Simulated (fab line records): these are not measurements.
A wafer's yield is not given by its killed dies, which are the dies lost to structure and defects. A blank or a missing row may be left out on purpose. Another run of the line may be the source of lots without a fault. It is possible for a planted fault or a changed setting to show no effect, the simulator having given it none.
fab line records	flow nand-harc
record: lots: 24	wafers: 72	last-day: 33
route steps=1302 shown P_M1@303 P_M2@340 P_BONDPAD@377 A_ZERO_WELL@403
lots untouched by any fault: they come from a run of this same line in which no faults occurred
start-h: hours from the record's first day to the start of the lot's first wafer shown	wait-h: hours from the lot's prior step to this one	" the same as in the row above	L1.1+2: one row covering several wafers at once	- value missing, or start not given	* or withheld: withheld	< > ~ a bound
route shown NAME@n: NAME is a module with steps in the file, n the number in the route of the first one	usual: mean/standard deviation taken from wafers without a fault	same: alike in all rows	chamber/n: place in a boat	sites: the reading at each site	_std_site: how widely they spread, as a standard deviation	_edge_site: the outer-site mean with the inner-site mean subtracted	radius-mm: for every site, how far away it sits from the centre of the wafer	mask NAME#n: copy n	behind: tool/chamber where the wafer was last shaped	hold: why the lot was held/for how many hours/how that ended	device: the transistor (n, p or np) that didn't switch	end of line: tests run on the same wafers once the route is complete	a step without rows: its recipe alone	killed: at the first sort, the dies lost to defects and structure; wafer yield is something else	map: the dies of a wafer, with x for killed, . for not killed, _ for no die there
set.NAME: the run value of the setting; set.NAME@STEP: its run value at that earlier step	model.NAME: the simulator's own value behind a step, which no gauge read
one table for each step of the route and one row for each wafer, over a sample of lots
services: a tool's chamber out of use, with start hour (start-h, from the record's first day; less than 0 if before it), hours out, and reason
== steps ==
step: NHARC_P_M1_ETCH_28
recipe: target-depth-a: 300	over-etch-frac: 0.3	time-s: 72.99	ion-energy-ev: 150	cf4-flow-sccm: 50	n2-flow-sccm: 100	ar-flow-sccm: 150	rf-w: 300	bias-w: 100	chemistry: CF4/N2
usual: drypump-motor-current-A: 5.9/0.36	mfc-ar-sccm: 150.0/0.48	oes-product-au: 1.005/0.012	rf-vpp-V: 314.3/1.7	showerhead-plenum-p-Torr: 2.63/0.098	throttle-valve-pct: 19.795/0.01
lot.wafer	tool	chamber	start-h	wait-h	drypump-motor-current-A	mfc-ar-sccm	oes-product-au	rf-hours-counter-h	rf-vpp-V	showerhead-plenum-p-Torr	throttle-valve-pct
L074.4	rie-diel-10	3	-	-	5.8	149.9	1.027	4	316.3	2.76	19.792
L074.1	"	1	"	"	5.4	150.2	1.005	4	317.0	2.80	19.786
L074.6	"	3	"	"	5.8	150.1	1.021	-	316.2	2.76	19.810
L075.2	rie-diel-03	3	-	-	5.5	150.1	0.994	2	315.6	2.72	19.812
L075.1	"	1	"	"	5.9	149.7	0.990	1	313.8	2.57	19.786
L075.5	"	2	"	"	6.6	150.1	1.000	-	315.3	2.64	19.791
L076.1	rie-diel-03	2	-	-	6.6	149.8	1.003	2	314.2	2.64	19.812
L076.2	"	3	"	"	5.5	149.0	1.005	2	315.0	2.72	19.797
L076.3	"	1	"	"	5.9	149.8	0.990	2	313.6	2.57	19.801
L078.2	rie-diel-03	0	-	-	5.7	150.0	1.029	3	316.7	2.71	19.796
L078.5	"	0	"	"	5.7	149.4	1.029	-	316.1	2.71	19.806
L078.6	"	1	"	"	5.9	149.3	0.996	-	312.8	2.57	19.774
L077.1	rie-diel-10	2	-	-	5.9	150.1	0.994	6	314.4	2.60	19.800
L077.2	"	0	"	"	6.2	149.6	0.993	7	315.1	2.54	19.772
L077.5	"	1	"	"	5.4	149.0	0.988	-	316.1	2.80	19.798
L079.1	rie-diel-10	3	-	-	5.8	149.9	1.026	7	316.5	2.76	19.794
L079.6	"	1	"	"	5.4	150.0	1.013	-	316.9	2.80	19.801
L079.5	"	2	"	"	5.9	151.6	0.996	-	313.7	2.60	19.796
L081.2	rie-diel-10	3	-	-	5.8	149.6	1.023	9	316.3	2.76	19.788
L081.3	"	0	"	"	6.1	150.0	0.990	8	312.3	2.54	19.804
L081.6	"	2	"	"	5.9	149.4	1.004	-	315.2	2.60	19.793
L080.4	rie-diel-04	1	-	-	5.7	149.7	0.991	3	311.1	2.50	19.811
L080.3	"	0	"	"	5.7	150.2	1.003	2	314.4	2.59	19.796
L080.6	"	1	"	"	5.7	150.0	1.000	-	313.2	2.50	19.786
L082.2	rie-diel-10	0	-	-	6.1	149.7	0.990	8	313.4	2.54	19.807
L082.1	"	1	"	"	5.4	149.5	1.002	8	316.8	2.80	19.803
L082.6	"	0	"	"	6.2	149.6	0.989	-	312.6	2.54	19.797
L083.2	rie-diel-04	2	-	-	5.9	149.0	0.996	11	311.0	2.46	19.811
L083.1	"	3	"	"	6.2	149.9	1.008	10	311.4	2.47	19.806
L083.6	"	3	"	"	6.2	150.4	1.008	-	311.9	2.47	19.803
L084.4	rie-diel-03	1	-	-	5.9	150.1	1.005	8	314.0	2.56	19.785
L084.3	"	3	"	"	5.4	150.4	0.997	9	316.2	2.72	19.799
L084.5	"	1	"	"	5.9	150.1	1.007	-	313.7	2.57	19.783
L085.4	rie-diel-03	1	-	-	5.9	149.5	1.006	8	313.8	2.57	19.799
L085.2	"	2	"	"	6.6	150.0	0.987	8	315.1	2.64	19.803
L085.6	"	0	"	"	5.7	149.5	1.006	-	315.2	2.71	19.801
L086.3	rie-diel-03	3	-	-	5.4	150.6	1.005	9	315.9	2.72	19.801
L086.4	"	2	"	"	6.6	150.9	1.003	8	313.9	2.64	19.780
L086.6	"	3	"	"	5.4	150.1	1.009	-	313.7	2.72	19.796
L087.3	rie-diel-03	0	-	-	5.7	149.5	1.009	12	315.2	2.71	19.794
L087.1	"	1	"	"	5.9	149.4	1.003	12	312.8	2.56	19.797
L087.4	"	3	"	"	5.5	149.9	1.001	12	313.6	2.71	19.788
L088.3	rie-diel-04	3	-	-	6.2	149.6	1.018	26	311.7	2.46	19.799
L088.1	"	0	"	"	5.7	150.9	1.000	27	313.0	2.58	19.800
L088.4	"	2	"	"	5.9	150.3	0.990	27	312.3	2.45	19.810
L089.1	rie-diel-03	1	-	-	5.9	150.3	0.997	12	313.3	2.56	19.790
L089.4	"	2	"	"	6.6	150.7	1.000	13	314.2	2.63	19.811
L089.3	"	3	"	"	5.4	150.0	1.013	13	315.9	2.71	19.810
L090.1	rie-diel-10	3	-	-	5.8	150.1	1.002	3	316.2	2.76	19.783
L090.3	"	0	"	"	6.2	150.4	0.994	3	313.3	2.54	19.812
L090.4	"	1	"	"	5.4	149.9	1.014	4	316.8	2.79	19.797
L091.3	rie-diel-03	3	-	-	5.4	149.4	0.987	1	315.6	2.71	19.808
L091.6	"	2	"	"	6.6	150.0	1.015	-	314.1	2.63	19.813
L091.5	"	3	"	"	5.5	150.1	1.014	-	315.4	2.71	19.800
L092.1	rie-diel-04	1	-	-	5.8	150.3	0.979	45	312.2	2.48	19.775
L092.2	"	2	"	"	5.9	150.2	0.995	44	311.9	2.44	19.791
L092.5	"	0	"	"	5.7	149.0	1.008	-	312.7	2.58	19.791
L093.1	rie-diel-03	0	-	-	5.7	150.5	1.018	3	316.0	2.70	19.789
L093.4	"	1	"	"	5.9	149.3	1.006	3	312.8	2.56	19.796
L093.6	"	1	"	"	5.9	149.8	1.001	-	312.5	2.56	19.809
L094.2	rie-diel-10	0	-	-	6.2	149.7	0.998	6	313.4	2.54	19.807
L094.1	"	2	"	"	5.9	149.7	1.002	6	314.4	2.59	19.802
L094.5	"	0	"	"	6.2	149.6	0.988	-	313.2	2.54	19.801
L095.1	rie-diel-03	2	-	-	6.6	149.6	1.021	4	314.1	2.63	19.777
L095.4	"	0	"	"	5.7	149.8	1.023	5	314.9	2.70	19.800
L095.5	"	2	"	"	6.6	150.4	1.023	-	314.7	2.63	19.792
L096.2	rie-diel-03	0	-	-	5.7	150.2	1.021	5	314.9	2.70	19.796
L096.3	"	2	"	"	6.6	150.1	1.027	5	313.3	2.63	19.809
L096.4	"	3	"	"	5.4	150.6	0.984	5	315.5	2.71	19.773
L097.3	rie-diel-03	3	-	-	5.5	149.4	0.974	6	315.1	2.71	19.797
L097.1	"	0	"	"	5.7	150.0	1.008	6	317.2	2.70	19.789
L097.6	"	2	"	"	6.6	149.8	1.010	-	313.0	2.63	19.805
step: NHARC_P_M1_PRE_CLEAN_30
recipe: time-s: 30	temp-c: 280	gas: H2/He
usual: heater-power-w: 398/33
lot.wafer	tool	chamber	start-h	wait-h	heater-power-w
L074.4	pvd-sputter-01	-	-	-	393
L074.1	"	-	"	"	393
L074.6	"	-	"	"	379
L075.2	pvd-sputter-03	-	-	-	465
L075.1	"	-	"	"	354
L075.5	"	-	"	"	405
L076.3	pvd-sputter-01	-	-	-	377
L076.2	"	-	"	"	389
L076.1	"	-	"	"	462
L078.2	pvd-sputter-01	-	-	-	476
L078.6	"	-	"	"	397
L078.5	"	-	"	"	397
L077.1	pvd-sputter-01	-	-	-	397
L077.2	"	-	"	"	460
L077.5	"	-	"	"	387
L079.1	pvd-sputter-03	-	-	-	388
L079.5	"	-	"	"	435
L079.6	"	-	"	"	350
L081.2	pvd-sputter-02	-	-	-	394
L081.3	"	-	"	"	372
L081.6	"	-	"	"	389
L080.4	pvd-sputter-01	-	-	-	460
L080.3	"	-	"	"	386
L080.6	"	-	"	"	454
L082.2	pvd-sputter-02	-	-	-	399
L082.1	"	-	"	"	445
L082.6	"	-	"	"	365
L083.1	pvd-sputter-03	-	-	-	385
L083.2	"	-	"	"	361
L083.6	"	-	"	"	377
L084.3	pvd-sputter-03	-	-	-	366
L084.4	"	-	"	"	443
L084.5	"	-	"	"	375
L085.4	pvd-sputter-01	-	-	-	379
L085.2	"	-	"	"	395
L085.6	"	-	"	"	372
L086.4	pvd-sputter-03	-	-	-	346
L086.3	"	-	"	"	366
L086.6	"	-	"	"	444
L087.4	pvd-sputter-02	-	-	-	408
L087.1	"	-	"	"	451
L087.3	"	-	"	"	370
L088.1	pvd-sputter-02	-	-	-	401
L088.3	"	-	"	"	442
L088.4	"	-	"	"	406
L089.1	pvd-sputter-02	-	-	-	413
L089.3	"	-	"	"	410
L089.4	"	-	"	"	373
L090.3	pvd-sputter-03	-	-	-	352
L090.1	"	-	"	"	368
L090.4	"	-	"	"	377
L091.3	pvd-sputter-01	-	-	-	396
L091.6	"	-	"	"	372
L091.5	"	-	"	"	381
L092.2	pvd-sputter-01	-	-	-	397
L092.1	"	-	"	"	464
L092.5	"	-	"	"	396
L093.1	pvd-sputter-01	-	-	-	369
L093.4	"	-	"	"	463
L093.6	"	-	"	"	367
L094.2	pvd-sputter-03	-	-	-	376
L094.1	"	-	"	"	351
L094.5	"	-	"	"	447
L095.4	pvd-sputter-03	-	-	-	370
L095.1	"	-	"	"	346
L095.5	"	-	"	"	378
L096.4	pvd-sputter-01	-	-	-	390
L096.2	"	-	"	"	392
L096.3	"	-	"	"	369
L097.1	pvd-sputter-01	-	-	-	396
L097.3	"	-	"	"	376
L097.6	"	-	"	"	395
step: NHARC_P_M2_PVD_20
recipe: target-thk-a: 50	bias-v: 168.6	power-w: 15000	chamber-pressure-pa: 0.12	time-s: 8.06	substrate-temp-c: 50	material: TaN
usual: throttle-valve-pct: 29.4/0.89
lot.wafer	tool	chamber	start-h	wait-h	throttle-valve-pct
L074.4	pvd-sputter-01	-	-	-	29.0
L074.1	"	-	"	"	28.2
L074.6	"	-	"	"	28.1
L075.1	pvd-sputter-02	-	-	-	28.2
L075.2	"	-	"	"	30.5
L075.5	"	-	"	"	28.8
L076.1	pvd-sputter-01	-	-	-	29.8
L076.2	"	-	"	"	29.3
L076.3	"	-	"	"	28.1
L078.2	pvd-sputter-01	-	-	-	28.2
L078.6	"	-	"	"	29.7
L078.5	"	-	"	"	29.1
L077.2	pvd-sputter-02	-	-	-	28.7
L077.1	"	-	"	"	28.4
L077.5	"	-	"	"	28.7
L079.1	pvd-sputter-03	-	-	-	29.5
L079.5	"	-	"	"	29.6
L079.6	"	-	"	"	29.5
L081.3	pvd-sputter-02	-	-	-	28.4
L081.2	"	-	"	"	28.6
L081.6	"	-	"	"	28.4
L080.3	pvd-sputter-03	-	-	-	29.4
L080.4	"	-	"	"	29.8
L080.6	"	-	"	"	29.3
L082.2	pvd-sputter-03	-	-	-	29.1
L082.1	"	-	"	"	29.7
L082.6	"	-	"	"	29.4
L083.2	pvd-sputter-03	-	-	-	29.9
L083.1	"	-	"	"	29.8
L083.6	"	-	"	"	29.9
L084.4	pvd-sputter-03	-	-	-	29.0
L084.3	"	-	"	"	29.8
L084.5	"	-	"	"	29.2
L085.2	pvd-sputter-01	-	-	-	29.2
L085.4	"	-	"	"	29.3
L085.6	"	-	"	"	29.1
L086.3	pvd-sputter-03	-	-	-	29.7
L086.4	"	-	"	"	29.5
L086.6	"	-	"	"	29.2
L087.3	pvd-sputter-03	-	-	-	29.8
L087.4	"	-	"	"	29.2
L087.1	"	-	"	"	29.2
L088.4	pvd-sputter-03	-	-	-	29.4
L088.1	"	-	"	"	29.2
L088.3	"	-	"	"	30.0
L089.4	pvd-sputter-01	-	-	-	28.7
L089.3	"	-	"	"	29.3
L089.1	"	-	"	"	29.4
L090.1	pvd-sputter-02	-	-	-	29.1
L090.3	"	-	"	"	27.6
L090.4	"	-	"	"	31.7
L091.3	pvd-sputter-01	-	-	-	29.2
L091.5	"	-	"	"	29.1
L091.6	"	-	"	"	29.3
L092.1	pvd-sputter-02	-	-	-	27.8
L092.2	"	-	"	"	31.4
L092.5	"	-	"	"	27.6
L093.1	pvd-sputter-02	-	-	-	30.0
L093.4	"	-	"	"	29.2
L093.6	"	-	"	"	31.5
L094.2	pvd-sputter-02	-	-	-	28.8
L094.1	"	-	"	"	27.7
L094.5	"	-	"	"	27.8
L095.4	pvd-sputter-02	-	-	-	28.9
L095.1	"	-	"	"	31.4
L095.5	"	-	"	"	27.5
L096.4	pvd-sputter-01	-	-	-	29.5
L096.3	"	-	"	"	28.9
L096.2	"	-	"	"	28.9
L097.1	pvd-sputter-02	-	-	-	29.4
L097.3	"	-	"	"	27.4
L097.6	"	-	"	"	27.6
step: NHARC_P_M2_PRE_CLEAN_32
recipe: time-s: 12	temp-c: 370	rf-power-w: 300	gas: NH3
usual: heater-power-w: 648/99
lot.wafer	tool	chamber	start-h	wait-h	heater-power-w	since-wet-clean-h
L074.1	pecvd-02	2	142.61	0.1	650	84
L074.6	"	0	"	"	667	-
L074.4	"	1	"	"	663	-
L075.2	pecvd-03	0	144.09	0.1	637	127
L075.1	"	1	"	"	493	127
L075.5	"	0	"	"	613	-
L076.3	pecvd-04	2	162.14	0.1	492	61
L076.1	"	0	"	"	612	61
L076.2	"	1	"	"	784	61
L078.2	pecvd-03	0	175.17	0.1	608	158
L078.5	"	0	"	"	631	-
L078.6	"	1	"	"	568	-
L077.1	pecvd-03	2	175.83	0.1	723	159
L077.2	"	0	"	"	637	159
L077.5	"	0	"	"	662	-
L079.1	pecvd-04	0	188.14	0.1	709	87
L079.6	"	1	"	"	723	-
L079.5	"	2	"	"	547	-
L081.2	pecvd-03	2	201.30	0.1	789	3
L081.3	"	0	"	"	605	3
L081.6	"	1	"	"	563	-
L080.3	pecvd-02	2	203.55	0.1	668	145
L080.4	"	1	"	"	686	-
L080.6	"	2	"	"	673	-
L082.2	pecvd-04	1	217.21	0.1	842	116
L082.1	"	2	"	"	519	116
L082.6	"	1	"	"	838	-
L083.1	pecvd-03	1	223.74	0.1	514	26
L083.2	"	2	"	"	716	26
L083.6	"	0	"	"	514	-
L084.3	pecvd-02	2	241.59	0.1	595	1
L084.4	"	1	"	"	626	-
L084.5	"	0	"	"	691	-
L085.2	pecvd-04	2	247.96	0.1	478	147
L085.4	"	1	"	"	863	-
L085.6	"	2	"	"	488	-
L086.3	pecvd-03	0	248.60	0.1	603	51
L086.4	"	2	"	"	825	-
L086.6	"	0	"	"	605	-
L087.1	pecvd-02	2	274.79	0.1	648	35
L087.3	"	1	"	"	654	35
L087.4	"	1	"	"	674	-
L088.1	pecvd-03	1	275.88	0.1	602	78
L088.3	"	0	"	"	604	78
L088.4	"	0	"	"	603	-
L089.1	pecvd-03	1	280.33	0.1	538	82
L089.3	"	2	"	"	770	82
L089.4	"	1	"	"	540	-
L090.1	pecvd-04	0	295.59	0.1	592	13
L090.3	"	2	"	"	514	13
L090.4	"	2	"	"	523	-
L091.3	pecvd-04	0	305.68	0.1	663	23
L091.5	"	0	"	"	628	-
L091.6	"	1	"	"	839	-
L092.1	pecvd-03	2	326.71	0.1	743	129
L092.2	"	0	"	"	588	129
L092.5	"	0	"	"	576	-
L093.1	pecvd-02	1	330.86	0.1	636	91
L093.4	"	1	"	"	634	-
L093.6	"	2	"	"	665	-
L094.1	pecvd-02	2	334.38	0.1	641	94
L094.2	"	0	"	"	732	94
L094.5	"	1	"	"	711	-
L095.1	pecvd-04	2	349.66	0.1	477	67
L095.5	"	2	"	"	490	-
L095.4	"	0	"	"	670	-
L096.2	pecvd-02	1	354.10	0.1	690	114
L096.3	"	2	"	"	630	114
L096.4	"	2	"	"	625	-
L097.3	pecvd-03	1	358.38	0.1	518	160
L097.1	"	2	"	"	783	160
L097.6	"	1	"	"	518	-
step: NHARC_P_BONDPAD_PVD_27
recipe: target-thk-a: 300	chamber-pressure-pa: 5	power-w: 5000	substrate-temp-c: 30	time-s: 20.49	material: Cu
usual: throttle-valve-pct: 29.5/0.83
lot.wafer	tool	chamber	start-h	wait-h	throttle-valve-pct
L074.1	pvd-sputter-02	-	-	-	30.6
L074.4	"	-	"	"	28.6
L074.6	"	-	"	"	31.6
L075.1	pvd-sputter-01	-	-	-	27.8
L075.2	"	-	"	"	29.6
L075.5	"	-	"	"	29.2
L076.2	pvd-sputter-03	-	-	-	30.0
L076.1	"	-	"	"	29.7
L076.3	"	-	"	"	30.1
L078.2	pvd-sputter-02	-	-	-	28.7
L078.5	"	-	"	"	28.7
L078.6	"	-	"	"	28.5
L077.2	pvd-sputter-02	-	-	-	31.5
L077.1	"	-	"	"	28.6
L077.5	"	-	"	"	28.5
L079.1	pvd-sputter-02	-	-	-	28.3
L079.5	"	-	"	"	30.4
L079.6	"	-	"	"	28.8
L081.2	pvd-sputter-03	-	-	-	29.6
L081.3	"	-	"	"	29.9
L081.6	"	-	"	"	29.4
L080.4	pvd-sputter-02	-	-	-	30.4
L080.3	"	-	"	"	31.4
L080.6	"	-	"	"	28.6
L082.2	pvd-sputter-03	-	-	-	29.4
L082.1	"	-	"	"	29.1
L082.6	"	-	"	"	29.2
L083.2	pvd-sputter-03	-	-	-	29.1
L083.1	"	-	"	"	29.2
L083.6	"	-	"	"	29.4
L084.3	pvd-sputter-02	-	-	-	31.3
L084.4	"	-	"	"	28.5
L084.5	"	-	"	"	30.3
L085.4	pvd-sputter-03	-	-	-	29.7
L085.2	"	-	"	"	29.4
L085.6	"	-	"	"	29.7
L086.4	pvd-sputter-01	-	-	-	29.1
L086.3	"	-	"	"	29.2
L086.6	"	-	"	"	29.6
L087.1	pvd-sputter-01	-	-	-	29.3
L087.4	"	-	"	"	28.9
L087.3	"	-	"	"	29.5
L088.4	pvd-sputter-03	-	-	-	29.2
L088.1	"	-	"	"	29.6
L088.3	"	-	"	"	29.8
L089.1	pvd-sputter-01	-	-	-	29.7
L089.4	"	-	"	"	29.0
L089.3	"	-	"	"	29.3
L090.4	pvd-sputter-01	-	-	-	29.2
L090.3	"	-	"	"	29.6
L090.1	"	-	"	"	29.1
L091.3	pvd-sputter-01	-	-	-	29.0
L091.5	"	-	"	"	29.2
L091.6	"	-	"	"	29.1
L092.1	pvd-sputter-03	-	-	-	29.2
L092.2	"	-	"	"	29.2
L092.5	"	-	"	"	29.3
L093.4	pvd-sputter-03	-	-	-	29.2
L093.1	"	-	"	"	29.9
L093.6	"	-	"	"	29.4
L094.1	pvd-sputter-03	-	-	-	29.5
L094.2	"	-	"	"	29.3
L094.5	"	-	"	"	29.1
L095.4	pvd-sputter-02	-	-	-	31.8
L095.1	"	-	"	"	28.1
L095.5	"	-	"	"	31.4
L096.2	pvd-sputter-01	-	-	-	29.5
L096.3	"	-	"	"	29.6
L096.4	"	-	"	"	29.2
L097.3	pvd-sputter-02	-	-	-	30.0
L097.1	"	-	"	"	29.1
L097.6	"	-	"	"	31.3
step: NHARC_A_ZERO_WELL_DESCUM_12
recipe: time-s: 3	o2-flow-sccm: 200	ar-flow-sccm: 0	bias-power-w: 0	chemistry: O2
usual: drypump-motor-current-A: 5.90/0.2	mfc-ar-sccm: 0.005/0.0058	oes-product-au: 1.001/0.014	rf-vpp-V: 57.7/0.85	showerhead-plenum-p-Torr: 1.92/0.1	throttle-valve-pct: 11.311/0.0098
lot.wafer	tool	chamber	start-h	wait-h	drypump-motor-current-A	mfc-ar-sccm	oes-product-au	rf-hours-counter-h	rf-vpp-V	showerhead-plenum-p-Torr	throttle-valve-pct
L074.1	rie-diel-07	3	148.58	-	5.82	0.004	1.012	1	58.6	2.06	11.310
L074.4	"	1	"	"	5.95	0	0.978	1	57.4	1.85	11.301
L074.6	"	2	"	"	5.72	0	0.988	-	57.1	1.84	11.328
L075.1	rie-diel-02	3	149.90	-	5.86	0.005	0.990	13	57.2	1.81	11.314
L075.2	"	0	"	"	5.99	0.016	0.993	12	57.6	2.05	11.312
L075.5	"	3	"	"	5.86	0.005	0.976	-	57.6	1.81	11.314
L076.3	rie-diel-07	3	168.11	-	5.84	0.004	1.011	1	58.0	2.06	11.309
L076.2	"	0	"	"	6.31	0.013	1.019	1	59.0	2.00	11.317
L076.1	"	2	"	"	5.68	0	0.984	1	56.1	1.84	11.309
L078.2	rie-diel-02	0	180.97	-	5.99	0.016	0.988	17	57.7	2.05	11.319
L078.5	"	0	"	"	5.99	0.016	0.986	-	58.1	2.04	11.305
L078.6	"	1	"	"	5.70	0	0.990	-	56.9	1.80	11.311
L077.2	rie-diel-02	1	181.51	-	5.69	0	0.983	21	57.8	1.80	11.325
L077.1	"	2	"	"	5.82	0	0.993	19	57.2	1.79	11.312
L077.5	"	0	"	"	5.96	0.016	0.982	-	58.3	2.04	11.308
L079.1	rie-diel-02	1	194.14	-	5.66	0	0.980	23	56.6	1.80	11.314
L079.5	"	1	"	"	5.66	0	0.974	-	57.9	1.80	11.301
L079.6	"	0	"	"	5.98	0.016	0.979	-	58.8	2.04	11.329
L081.3	rie-diel-07	2	207.24	-	5.70	0	1.010	2	58.4	1.84	11.298
L081.2	"	0	"	"	6.28	0.013	1.018	2	57.3	2.00	11.311
L081.6	"	2	"	"	5.74	0	1.005	-	57.0	1.84	11.317
L080.3	rie-diel-07	1	209.63	-	5.95	0	0.982	3	57.6	1.85	11.313
L080.4	"	2	"	"	5.73	0	0.989	2	57.9	1.84	11.293
L080.6	"	2	"	"	5.67	0	0.997	-	57.6	1.84	11.319
L082.1	rie-diel-07	3	223.12	-	5.82	0.004	1.017	2	59.4	2.06	11.296
L082.2	"	0	"	"	6.28	0.013	1.016	3	57.3	2.00	11.321
L082.6	"	2	"	"	5.70	0	1.000	-	57.1	1.84	11.315
L083.2	rie-diel-07	1	229.83	-	5.92	0	0.983	3	57.8	1.85	11.303
L083.1	"	2	"	"	5.72	0	1.001	3	57.8	1.84	11.300
L083.6	"	1	"	"	5.91	0	0.978	-	56.7	1.85	11.298
L084.3	rie-diel-07	1	247.63	-	5.97	0	0.985	4	58.7	1.85	11.308
L084.4	"	2	"	"	5.69	0	0.993	3	57.9	1.84	11.312
L084.5	"	3	"	"	5.84	0.004	1.010	-	58.3	2.06	11.320
L085.4	rie-diel-07	2	254.59	-	5.71	0	0.995	3	57.6	1.84	11.316
L085.2	"	3	"	"	5.83	0.004	1.020	3	59.2	2.06	11.317
L085.6	"	1	"	"	5.95	0	0.991	-	57.3	1.85	11.321
L086.3	rie-diel-07	2	254.84	-	5.71	0	1.006	3	58.0	1.84	11.319
L086.4	"	0	"	"	6.32	0.013	1.014	4	57.4	2.00	11.318
L086.6	"	2	"	"	5.69	0	0.994	-	56.4	1.84	11.327
L087.4	rie-diel-02	2	280.83	-	5.79	0	1.005	7	57.1	1.79	11.317
L087.3	"	3	"	"	5.86	0.005	0.987	8	57.6	1.81	11.316
L087.1	"	1	"	"	5.69	0	1.016	7	56.1	1.80	11.316
L088.4	rie-diel-07	3	282.05	-	5.82	0.004	1.010	5	58.3	2.05	11.330
L088.1	"	1	"	"	5.94	0	0.990	6	57.9	1.84	11.300
L088.3	"	2	"	"	5.71	0	0.999	5	56.7	1.84	11.317
L089.4	rie-diel-07	3	286.28	-	5.81	0.004	1.017	5	58.8	2.06	11.327
L089.3	"	0	"	"	6.28	0.013	1.005	5	56.5	2.00	11.312
L089.1	"	1	"	"	5.96	0	0.988	6	59.3	1.84	11.297
L090.4	rie-diel-02	0	301.62	-	5.96	0.016	0.989	9	57.3	2.04	11.300
L090.1	"	2	"	"	5.81	0	1.003	8	55.9	1.79	11.291
L090.3	"	3	"	"	5.84	0.005	0.977	9	58.3	1.81	11.323
L091.3	rie-diel-02	2	311.59	-	5.77	0	1.001	10	58.0	1.79	11.308
L091.6	"	3	"	"	5.87	0.005	0.979	-	57.3	1.80	11.306
L091.5	"	0	"	"	5.96	0.016	0.997	-	59.0	2.04	11.322
L092.2	rie-diel-07	3	332.55	-	5.81	0.004	0.995	1	57.9	2.05	11.310
L092.1	"	1	"	"	5.96	0	0.991	0	57.9	1.84	11.305
L092.5	"	2	"	"	5.70	0	0.996	-	58.5	1.84	11.317
L093.1	rie-diel-07	2	337.01	-	5.71	0	0.992	1	57.8	1.84	11.318
L093.4	"	3	"	"	5.82	0.004	1.000	1	58.3	2.05	11.289
L093.6	"	0	"	"	6.27	0.013	1.016	-	59.0	2.00	11.305
L094.1	rie-diel-07	1	340.40	-	5.96	0	1.010	0	57.3	1.84	11.326
L094.2	"	2	"	"	5.67	0	1.013	1	56.8	1.84	11.324
L094.5	"	0	"	"	6.29	0.013	1.035	-	57.5	2.00	11.334
L095.1	rie-diel-07	3	355.50	-	5.80	0.004	1.014	2	58.6	2.05	11.312
L095.4	"	0	"	"	6.32	0.013	1.041	2	57.7	2.00	11.324
L095.5	"	2	"	"	5.71	0	1.011	-	56.4	1.84	11.313
L096.2	rie-diel-07	2	360.06	-	5.75	0	1.005	2	58.4	1.84	11.322
L096.3	"	3	"	"	5.81	0.004	1.005	2	59.6	2.05	11.294
L096.4	"	0	"	"	6.28	0.013	1.036	2	57.1	2.00	11.304
L097.1	rie-diel-07	2	364.33	-	5.71	0	1.013	2	57.5	1.84	11.317
L097.3	"	0	"	"	6.27	0.013	1.030	2	57.9	2.00	11.316
L097.6	"	1	"	"	5.95	0	0.990	-	57.0	1.84	11.313
== services ==
tool	chamber	start-h	hours	kind
pvd-sputter-03	-	112.36	5.6	repair
rie-diel-07	-	117.20	9.0	pm
rie-diel-10	2	127.95	7.4	repair
pecvd-02	-	132.21	1.2	repair
rie-diel-02	2	147.35	5.7	repair
pvd-sputter-02	-	157.18	0.9	repair
rie-diel-02	1	160.37	4.2	repair
pvd-sputter-03	-	170.08	10.0	pm
rie-diel-02	3	174.88	22.7	repair
pecvd-03	-	176.27	0.2	repair
pecvd-03	-	185.00	13.0	pm
pecvd-03	-	202.06	16.3	repair
pvd-sputter-01	-	212.40	9.8	repair
pvd-sputter-01	-	226.00	10.0	pm
pecvd-03	-	229.37	0.2	repair
pvd-sputter-02	-	239.30	0.6	repair
rie-diel-03	-	281.42	9.0	pm
pvd-sputter-02	-	282.00	10.0	pm
rie-diel-07	-	294.20	9.0	pm
pvd-sputter-03	-	297.75	0.8	repair
pecvd-03	1	330.31	16.2	repair
pvd-sputter-03	-	348.08	10.0	pm
pecvd-03	-	353.61	0.7	repair
pecvd-03	0	362.80	5.5	repair
== key ==
fault none
